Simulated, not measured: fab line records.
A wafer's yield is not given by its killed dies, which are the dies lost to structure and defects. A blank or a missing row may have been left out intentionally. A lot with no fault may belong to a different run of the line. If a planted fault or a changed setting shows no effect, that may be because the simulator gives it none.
Comparing a struck lot with a sound one	flow n5_finfet	39 steps out of a route of 1938
Sound: wafers L800.2, L800.4, L800.6. Struck: wafers L795.4, L795.5 (left out: L795.3, a lot-mate that was not struck); the cause follows at the end.
Order at every step that has rows: each side's tool, ch and its chambers, its first start. Under that, the readings that differ: sound wafers	struck wafers	difference of the means	sigmas: that difference in standard deviations of wafers without a fault.
alike: a reading whose means differ by less than 2 such deviations, as well as words and numbers matching on both sides. not compared: withheld readings; readings where some wafer has no value; bounds like >300 that might hide an equal value; numbers whose values overlap and for which the record gives no deviation.
The two part at a step that has a row with sigmas, a row that says differs or no value, or rows on one side only. Numbers that have no deviation but don't overlap get no sigmas and don't part them. Lack of a reading on every wafer of one side parts them only where that side has two or more wafers.

first, 9 steps without rows for these wafers: N5_BEOL_M12_SOFTBAKE_23 (time 60 s); N5_BEOL_M12_EXPOSE_25 (exposes mask M12); N5_BEOL_M12_PEB_26 (peb time 90 s); N5_BEOL_M12_DEVELOP_27 (develop time 45 s); N5_BEOL_M12_HARDBAKE_32 (time 120 s); N5_BEOL_M12_DESCUM_33 (chemistry O2, time 7.9 s); N5_BEOL_M12_ETCH_67 (etches SiARC in CF4, target depth 143 nm, time 238.3 s); N5_BEOL_M12_ETCH_68 (etches SOC in N2/H2, time 285 s); N5_BEOL_M12_STRIP_69 (strips in N2/H2).
N5_BEOL_M12_TRENCH_ETCH_34: etches SiOC in C4F8/O2/Ar, target depth 318.95 nm, time 125.5 s.
  sound on rie_diel-02 ch 0,2,3, day 17 05:59; struck on rie_diel-05 ch 0, day 15 15:10
reading	sound	struck	difference	sigmas
rf_vpp_V (V)	656.3 662.5 661.8	667.4 666.2	+6.6	+2
showerhead_plenum_p_Torr (Torr)	3.13 3.27 3.32	3.48 3.48	+0.24	+2
throttle_valve_pct (%)	24.41 24.30 24.17	23.76 23.75	-0.54	-2
model.etch.depth_nm (nm)	316.7 315.7 320.5	355.4 356	+38.1	
  alike: O2_flow_sccm, drypump_motor_current_A, oes_product_au
  not compared: rf_hours_counter_h
then, 1 step without rows for these wafers: N5_BEOL_M12_STRIP_70 (strips in C4F8/O2/Ar).
N5_BEOL_M12_OCD_MEAS_35:
  sound: ocd-02 at day 17 06:08; struck: ocd-01 at day 15 15:19
reading	sound	struck	difference	sigmas
trench_depth_nm (nm)	317 316 321	355 355	+37	+9
then, 11 steps without rows for these wafers: N5_BEOL_M12_STRIP_37 (strips in N2/H2); N5_BEOL_M12_ETCH_38 (etches SiCN in CF4/N2, target depth 68.7 nm, time 73.4 s); N5_BEOL_M12_PRECLEAN_39 (cleans in residue remover, time 60 s); N5_BEOL_M12_SRD_40 (time 30 s, dry time 30 s); N5_BEOL_M12_DEGAS_41 (time 60 s); N5_BEOL_M12_PRE_CLEAN_42 (time 30 s); N5_BEOL_M12_SPUTTER_43 (material TaN, target thk 15 nm, time 24.19 s); N5_BEOL_M12_SPUTTER_44 (material Ta, target thk 10 nm, time 16.13 s); N5_BEOL_M12_SPUTTER_45 (material Cu, target thk 80 nm, time 13.33 s); N5_BEOL_M12_ECD_47 (material Cu, target thk 720 nm); N5_BEOL_M12_ANNEAL_48 (time 90 s).
N5_BEOL_M12_CMP_49: polishes, stops on SiOC, t overpolish 20.6 s, target thk 320 nm.
  sound on cmp-04 ch 0,1,3, day 17 09:11; struck on cmp-03 ch 0,3, day 15 22:46
reading	sound	struck	difference	sigmas
model.Cu_of_BEOL_M12_ECD_47.thk_nm (nm)	318 316.8 321.4	357.4 358.2	+39.1	
  alike: barrier_field_endpoint_s, motor_current_A, overpolish_run_s, platen_rpm
N5_BEOL_M12_THK_MEAS_50: measures by xrf.
  sound: film_metro-02 at day 17 09:24; struck: film_metro-01 at day 15 23:01
reading	sound	struck	difference	sigmas
M12_THK (nm)	314 314 319	351 352	+36	+8
then, 2 steps without rows for these wafers: N5_BEOL_M12_PRE_CLEAN_52 (time 15 s); N5_BEOL_M12_DEP_53 (deposits SiCN from 3MS/NH3, target thk 30 nm, time 10.5 s).
N5_BEOL_M12_RS_MEAS_54: uses a four-point probe to measure.
  sound: film_metro-02 at day 17 09:34; struck: film_metro-01 at day 15 23:09
reading	sound	struck	difference	sigmas
M12_RS (ohm/sq)	0.0604 0.0608 0.0598	0.0533 0.0533	-0.0070	-9
then, 9 steps without rows for these wafers: N5_BEOL_M13_ILD_DEP_00 (deposits SiOC from DEMS/O2, target thk 837.92 nm, time 166.4 s); N5_BEOL_M13_COAT_58 (time 60 s, resist thk 89 nm); N5_BEOL_M13_COAT_04 (resist thk 400 nm); N5_BEOL_M13_EBR_06; N5_BEOL_M13_SOFTBAKE_05 (time 60 s); N5_BEOL_M13_EXPOSE_07 (exposes mask V12); N5_BEOL_M13_PEB_08 (peb time 90 s); N5_BEOL_M13_DEVELOP_09 (develop time 45 s); N5_BEOL_M13_HARDBAKE_14 (time 120 s).
N5_BEOL_M15_RC_MEAS_101:
  sound on prober-01 ch 0, day 18 08:31; struck on prober-01 ch 0, day 16 17:21
reading	sound	struck	difference	sigmas
COMB_M6 (S/m)	4e-11 3.4e-11 3.3e-11	2.8e-11 1.9e-11	-1.2e-11	-2
SERP_M12 (ohm/um)	0.634 0.663 0.649	0.559 0.555	-0.092	-6
SERP_M12_max_site (ohm/um)	0.641 0.667 0.669	0.575 0.567	-0.088	-6
SERP_M5 (ohm/um)	32.6 34.2 31.0	39.3 40.4	+7.2	+4
  alike: COMB_M10, COMB_M11, COMB_M12, COMB_M12_max_site, COMB_M13, COMB_M14, COMB_M15, COMB_M5, COMB_M7, COMB_M8, COMB_M9, SERP_M10, SERP_M11, SERP_M13, SERP_M14, SERP_M14_max_site, SERP_M6, SERP_M7, SERP_M8, SERP_M9
N5_PASSIVATION_PROBE_49:
  rows exist in the record for the sound wafers here (prober-02, day 18 22:48), none for the struck ones

WHERE THEY PART
Earliest at N5_BEOL_M12_TRENCH_ETCH_34; latest, in this record, at N5_PASSIVATION_PROBE_49.

WHY: what the simulator had put in
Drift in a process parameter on rie_diel-05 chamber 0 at N5_BEOL_M12_TRENCH_ETCH_34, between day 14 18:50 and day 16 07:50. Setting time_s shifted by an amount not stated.
